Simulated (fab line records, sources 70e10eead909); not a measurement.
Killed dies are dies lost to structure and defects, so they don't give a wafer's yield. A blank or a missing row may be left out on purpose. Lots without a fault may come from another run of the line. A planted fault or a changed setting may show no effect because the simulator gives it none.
Which tool did it? | flow nand_harc | 21 lots, 63 wafers sampled, at 4 steps of a route of 1302

WHAT THE GAUGES READ, wafer by wafer
NHARC_P_M2_THK_MEAS_24: measures by xrf. Usual: thk_nm 144.5 nm, standard deviation 1.7.
lot  | measured     | on            | thk_nm (nm)       | flag
L074 | day 6 15:40  | film_metro-01 | 145.7 142.6 144.0 |
L075 | day 6 19:07  | film_metro-02 | 143.6 142.8 144.7 |
L076 | day 7 07:53  | film_metro-01 | 143.1 143.3 146.7 |
L077 | day 7 14:05  | film_metro-01 | 144.9 145.0 145.9 |
L080 | day 8 19:31  | film_metro-02 | 144.3 144.4 145.2 |
L081 | day 9 09:40  | film_metro-02 | 142.8 148.5 143.7 |
L082 | day 9 18:55  | film_metro-01 | 145.4 143.0 143.7 |
L083 | day 10 13:56 | film_metro-02 | 144.5 144.0 142.7 |
L085 | day 11 05:57 | film_metro-02 | 144.1 145.9 144.8 |
L086 | day 11 08:55 | film_metro-01 | 144.8 141.3 144.8 |
L087 | day 11 23:01 | film_metro-02 | 144.3 145.1 143.2 |
L088 | day 12 15:23 | film_metro-01 | 141.6 143.1 146.2 |
L089 | day 12 15:52 | film_metro-02 | 143.5 146.2 143.9 |
L090 | day 13 02:50 | film_metro-02 | 140.8 142.9 142.9 |
L091 | day 13 08:28 | film_metro-02 | 145.1 146.3 140.9 |
L092 | day 14 00:55 | film_metro-01 | 146.1 144.6 146.0 |
L093 | day 14 10:37 | film_metro-01 | 143.4 147.1 144.5 |
L094 | day 14 20:20 | film_metro-02 | 145.8 143.8 141.6 |
L095 | day 15 03:11 | film_metro-01 | 141.8 143.5 144.4 |
L096 | day 15 17:30 | film_metro-02 | 146.0 147.2 146.3 |
L097 | day 16 08:08 | film_metro-01 | 148.9 146.4 147.1 |

WHICH TOOL RAN EACH LOT (tool, then ch and the chambers of the sampled wafers, then the start)
lot  | NHARC_P_M1_DESCUM_14               | NHARC_P_M1_STRIP_18                | NHARC_P_M1_ANNEAL_31
L074 | rie_diel-11 ch 1,3, day 6 08:53    | rie_diel-11 ch 1,3, day 6 09:19    | rtp_anneal-02 ch 0, day 6 10:44
L075 | rie_diel-11 ch 0,1,3, day 6 12:31  | rie_diel-09 ch 0,2, day 6 12:55    | rtp_anneal-01 ch 0, day 6 14:20
L076 | rie_diel-02 ch 0,2,3, day 7 01:17  | rie_diel-02 ch 1,2, day 7 01:40    | rtp_anneal-01 ch 0, day 7 03:04
L077 | rie_diel-02 ch 1,2,3, day 7 07:20  | rie_diel-11 ch 1,2,3, day 7 07:43  | rtp_anneal-01 ch 0, day 7 09:13
L080 | rie_diel-11 ch 0,3, day 8 13:01    | rie_diel-09 ch 2,3, day 8 13:23    | rtp_anneal-01 ch 0, day 8 14:48
L081 | rie_diel-11 ch 1,2,3, day 9 03:10  | rie_diel-02 ch 1,2, day 9 03:34    | rtp_anneal-02 ch 0, day 9 04:59
L082 | rie_diel-09 ch 0,2,3, day 9 11:36  | rie_diel-11 ch 0,1,3, day 9 12:02  | rtp_anneal-02 ch 0, day 9 14:02
L083 | rie_diel-11 ch 1,2,3, day 10 07:17 | rie_diel-11 ch 0,3, day 10 07:40   | rtp_anneal-01 ch 0, day 10 09:05
L085 | rie_diel-09 ch 0,1, day 10 23:14   | rie_diel-09 ch 1,2,3, day 10 23:41 | rtp_anneal-01 ch 0, day 11 01:03
L086 | rie_diel-09 ch 1,2,3, day 11 02:13 | rie_diel-11 ch 0,2,3, day 11 02:38 | rtp_anneal-02 ch 0, day 11 03:58
L087 | rie_diel-09 ch 2,3, day 11 16:19   | rie_diel-09 ch 1,2, day 11 16:41   | rtp_anneal-01 ch 0, day 11 18:10
L088 | rie_diel-11 ch 0,2,3, day 12 08:19 | rie_diel-09 ch 0,1,2, day 12 08:42 | rtp_anneal-01 ch 0, day 12 10:05
L089 | rie_diel-11 ch 0,2,3, day 12 09:19 | rie_diel-09 ch 0,2, day 12 09:40   | rtp_anneal-02 ch 0, day 12 11:08
L090 | rie_diel-09 ch 0,2,3, day 12 20:10 | rie_diel-09 ch 1,2, day 12 20:34   | rtp_anneal-01 ch 0, day 12 21:58
L091 | rie_diel-09 ch 1,2,3, day 13 01:43 | rie_diel-02 ch 2,3, day 13 02:05   | rtp_anneal-01 ch 0, day 13 03:34
L092 | rie_diel-09 ch 0,2,3, day 13 18:04 | rie_diel-09 ch 0,2,3, day 13 18:33 | rtp_anneal-01 ch 0, day 13 19:53
L093 | rie_diel-09 ch 1,3, day 14 03:49   | rie_diel-09 ch 1,3, day 14 04:13   | rtp_anneal-02 ch 0, day 14 05:37
L094 | rie_diel-02 ch 0,1,3, day 14 13:25 | rie_diel-02 ch 1,2, day 14 13:49   | rtp_anneal-01 ch 0, day 14 15:41
L095 | rie_diel-09 ch 0,1,3, day 14 20:28 | rie_diel-11 ch 0,2,3, day 14 20:53 | rtp_anneal-01 ch 0, day 14 22:17
L096 | rie_diel-09 ch 2,3, day 15 10:16   | rie_diel-11 ch 1,2, day 15 10:38   | rtp_anneal-01 ch 0, day 15 12:16
L097 | rie_diel-09 ch 2,3, day 16 01:43   | rie_diel-09 ch 0,1,2, day 16 02:08 | rtp_anneal-01 ch 0, day 16 03:30
- NHARC_P_M1_DESCUM_14: chemistry O2, time 3 s.
- NHARC_P_M1_STRIP_18: strips in N2/H2.
- NHARC_P_M1_ANNEAL_31: time 90 s.

WHAT THE TOOLS THEMSELVES READ (means of the sampled wafers that have a number; where no wafer has one, the mark that the record gives instead)
NHARC_P_M1_DESCUM_14. Usual: drypump_motor_current_A 5.93 A, standard deviation 0.29; oes_product_au 0.999 a.u., standard deviation 0.0097; rf_vpp_V 57.8 V, standard deviation 0.88; showerhead_plenum_p_Torr 1.93 Torr, standard deviation 0.083; throttle_valve_pct 11.311 %, standard deviation 0.0086.
lot  | tool        | drypump_motor_current_A (A) | oes_product_au (a.u.) | rf_vpp_V (V) | showerhead_plenum_p_Torr (Torr) | throttle_valve_pct (%) | flag
L074 | rie_diel-11 | 5.95                        | 1.001                 | 57.3         | 1.84                            | 11.307                 |
L075 | rie_diel-11 | 6.17                        | 0.995                 | 58.5         | 1.88                            | 11.301                 |
L076 | rie_diel-02 | 5.59                        | 1.002                 | 57.5         | 1.91                            | 11.313                 |
L077 | rie_diel-02 | 5.52                        | 0.994                 | 58.5         | 1.96                            | 11.307                 |
L080 | rie_diel-11 | 6.04                        | 1.007                 | 57.3         | 1.91                            | 11.308                 |
L081 | rie_diel-11 | 5.86                        | 0.998                 | 57.5         | 1.86                            | 11.308                 |
L082 | rie_diel-09 | 5.95                        | 0.998                 | 58.1         | 1.97                            | 11.302                 |
L083 | rie_diel-11 | 5.86                        | 1.012                 | 57.2         | 1.86                            | 11.313                 |
L085 | rie_diel-09 | 5.93                        | 0.997                 | 58.4         | 2.03                            | 11.318                 |
L086 | rie_diel-09 | 5.92                        | 0.995                 | 58.2         | 1.94                            | 11.310                 |
L087 | rie_diel-09 | 6.04                        | 0.994                 | 56.9         | 1.91                            | 11.319                 |
L088 | rie_diel-11 | 5.97                        | 0.995                 | 57.9         | 1.93                            | 11.307                 |
L089 | rie_diel-11 | 5.97                        | 0.998                 | 57.5         | 1.93                            | 11.311                 |
L090 | rie_diel-09 | 5.95                        | 0.995                 | 58.1         | 1.97                            | 11.307                 |
L091 | rie_diel-09 | 5.94                        | 0.993                 | 57.4         | 1.94                            | 11.313                 |
L092 | rie_diel-09 | 5.96                        | 0.992                 | 57.7         | 1.97                            | 11.317                 |
L093 | rie_diel-09 | 6.02                        | 1.004                 | 57.6         | 1.91                            | 11.316                 |
L094 | rie_diel-02 | 5.41                        | 1.013                 | 58.6         | 1.94                            | 11.306                 |
L095 | rie_diel-09 | 5.99                        | 1.005                 | 58.1         | 1.97                            | 11.303                 |
L096 | rie_diel-09 | 5.89                        | 1.003                 | 58.1         | 1.94                            | 11.319                 |
L097 | rie_diel-09 | 6.00                        | 0.998                 | 57.4         | 1.91                            | 11.308                 |

NHARC_P_M1_STRIP_18. Usual: drypump_motor_current_A 5.90 A, standard deviation 0.29; n2_flow_sccm 150.0 sccm, standard deviation 0.47; oes_product_au 1.000 a.u., standard deviation 0.011; rf_vpp_V 90.8 V, standard deviation 1; showerhead_plenum_p_Torr 2.06 Torr, standard deviation 0.094; throttle_valve_pct 14.170 %, standard deviation 0.0087.
lot  | tool        | drypump_motor_current_A (A) | n2_flow_sccm (sccm) | oes_product_au (a.u.) | rf_vpp_V (V) | showerhead_plenum_p_Torr (Torr) | throttle_valve_pct (%) | flag
L074 | rie_diel-11 | 5.96                        | 149.7               | 0.993                 | 90.2         | 1.96                            | 14.172                 |
L075 | rie_diel-09 | 5.85                        | 150.3               | 1.002                 | 91.8         | 2.13                            | 14.169                 |
L076 | rie_diel-02 | 5.72                        | 150.6               | 1.005                 | 90.5         | 2.01                            | 14.168                 |
L077 | rie_diel-11 | 5.86                        | 150.2               | 1.006                 | 90.8         | 1.98                            | 14.173                 |
L080 | rie_diel-09 | 5.91                        | 150.5               | 1.002                 | 91.4         | 2.07                            | 14.167                 |
L081 | rie_diel-02 | 5.55                        | 149.8               | 1.005                 | 91.2         | 2.06                            | 14.165                 |
L082 | rie_diel-11 | 6.19                        | 150.4               | 1.014                 | 90.1         | 2.01                            | 14.170                 |
L083 | rie_diel-11 | 6.27                        | 150.4               | 1.006                 | 91.0         | 2.08                            | 14.171                 |
L085 | rie_diel-09 | 5.94                        | 149.8               | 0.990                 | 91.9         | 2.07                            | 14.170                 |
L086 | rie_diel-11 | 5.94                        | 149.7               | 1.009                 | 90.9         | 2.06                            | 14.171                 |
L087 | rie_diel-09 | 5.83                        | 149.6               | 1.002                 | 91.0         | 2.09                            | 14.167                 |
L088 | rie_diel-09 | 5.89                        | 150.0               | 0.994                 | 91.7         | 2.13                            | 14.165                 |
L089 | rie_diel-09 | 5.92                        | 149.7               | 1.006                 | 91.1         | 2.16                            | 14.171                 |
L090 | rie_diel-09 | 5.85                        | 149.8               | 0.997                 | 90.5         | 2.10                            | 14.179                 |
L091 | rie_diel-02 | 5.73                        | 150.2               | 1.009                 | 90.4         | 2.03                            | 14.176                 |
L092 | rie_diel-09 | 5.96                        | 150.0               | 0.998                 | 90.7         | 2.10                            | 14.171                 |
L093 | rie_diel-09 | 5.95                        | 149.7               | 1.001                 | 91.0         | 2.06                            | 14.173                 |
L094 | rie_diel-02 | 5.76                        | 150.6               | 1.010                 | 90.6         | 1.99                            | 14.166                 |
L095 | rie_diel-11 | 5.98                        | 150.2               | 0.989                 | 90.6         | 2.06                            | 14.161                 |
L096 | rie_diel-11 | 5.76                        | 150.0               | 0.996                 | 90.2         | 2.00                            | 14.170                 |
L097 | rie_diel-09 | 5.89                        | 150.4               | 0.995                 | 91.0         | 2.12                            | 14.172                 |

NHARC_P_M1_ANNEAL_31. Usual: anneal_temp_c_max 225.97, standard deviation 0.3; wafer_temp_C_max 226.1, standard deviation 0.36.
lot  | tool          | anneal_temp_c_max | wafer_temp_C_max | flag
L074 | rtp_anneal-02 | 225.85            | 225.7            |
L075 | rtp_anneal-01 | 226.46            | 226.5            |
L076 | rtp_anneal-01 | 226.48            | 226.2            |
L077 | rtp_anneal-01 | 225.93            | 226.3            |
L080 | rtp_anneal-01 | 226.18            | 226.5            |
L081 | rtp_anneal-02 | 225.64            | 226.1            |
L082 | rtp_anneal-02 | 225.83            | 226.1            |
L083 | rtp_anneal-01 | 225.90            | 226.3            |
L085 | rtp_anneal-01 | 226.09            | 226.4            |
L086 | rtp_anneal-02 | 225.70            | 225.7            |
L087 | rtp_anneal-01 | 226.19            | 226.4            |
L088 | rtp_anneal-01 | 225.63            | 226.2            |
L089 | rtp_anneal-02 | 225.73            | 225.9            |
L090 | rtp_anneal-01 | 226.05            | 226.3            |
L091 | rtp_anneal-01 | 226.01            | 226.0            |
L092 | rtp_anneal-01 | 226.18            | 226.3            |
L093 | rtp_anneal-02 | 225.77            | 225.9            |
L094 | rtp_anneal-01 | 226.18            | 226.2            |
L095 | rtp_anneal-01 | 226.31            | 226.2            |
L096 | rtp_anneal-01 | 226.32            | 226.2            |
L097 | rtp_anneal-01 | 225.93            | 226.2            |

THE ANSWER, worked out from the rows above alone
Rule: a lot is off if the mean of its wafers that have a number lies more than 3 standard deviations from the usual mean. A lot without any number at a reading at which 4 lots or more have one is off too. The other lots that the step has rows for count as sound. The gauges are gone through in route order, then the tools' own readings, and for those a lot's mean is taken as printed above. The first step at which some lot is off is used, and at that step the reading that is off furthest; a lot without a number counts as furthest.
No lot is off at any reading shown: from this, nothing can be told.

WHAT THE SIMULATOR HAD PUT IN
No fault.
